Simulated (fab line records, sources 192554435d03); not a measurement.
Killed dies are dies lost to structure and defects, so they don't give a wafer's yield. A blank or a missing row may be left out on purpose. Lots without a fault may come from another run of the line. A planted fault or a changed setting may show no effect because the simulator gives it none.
Chamber matching | flow n5_finfet | N5_FIN_SAQP_PECVD_48 on pecvd-02: 3 sister chambers
The step deposits SiNx from SiH4/NH3/N2, target thk 25 nm, time 22.1 s. 6 wafers are shown with their chamber, then 8 later ones without.

WAFERS WITH THEIR CHAMBER
wafer  | chamber | throttle_valve_pct (%) | showerhead_plenum_p_Torr (Torr)
L084.3 | 2       | 38.2                   | 5.04
L084.6 | 2       | 38.5                   | 5.03
L089.2 | 0       | 38.5                   | 5.17
L089.3 | 1       | 43.8                   | 4.97
L089.6 | 0       | 38.4                   | 5.17
L092.1 | 1       | 43.8                   | 4.97

WAFERS WITHOUT THEIR CHAMBER
wafer  | throttle_valve_pct (%) | showerhead_plenum_p_Torr (Torr)
L092.4 | 38.5                   | 5.18
L092.6 | 43.9                   | 4.98
L094.1 | 43.5                   | 4.97
L094.2 | 38.6                   | 5.04
L094.5 | 38.6                   | 5.18
L097.2 | 38.7                   | 5.02
L097.3 | 38.6                   | 5.16
L097.6 | 43.5                   | 4.98

WHICH CHAMBER EACH WENT THROUGH
wafer  | from the rows above | in truth
L092.4 | 0                   | 0
L092.6 | 1                   | 1
L094.1 | 1                   | 1
L094.2 | 2                   | 2
L094.5 | 0                   | 0
L097.2 | 2                   | 2
L097.3 | 0                   | 0
L097.6 | 1                   | 1
Placed correctly: 8 of 8. Can't be placed from these rows: 0. Placed wrongly: 0.
How it was worked out, from the rows above alone: a wafer's distance from a chamber is the root of the sum, over the readings, of the square of ((its reading less the chamber's mean) divided by the reading's scatter). The wafer belongs to the nearest chamber; if the next one is less than 2 further off, it can't be placed. A chamber's mean is the mean of its shown wafers. The scatter: the root of (the sum of the squares of (reading less its chamber's mean) over the shown wafers, divided by (wafers less chambers)).
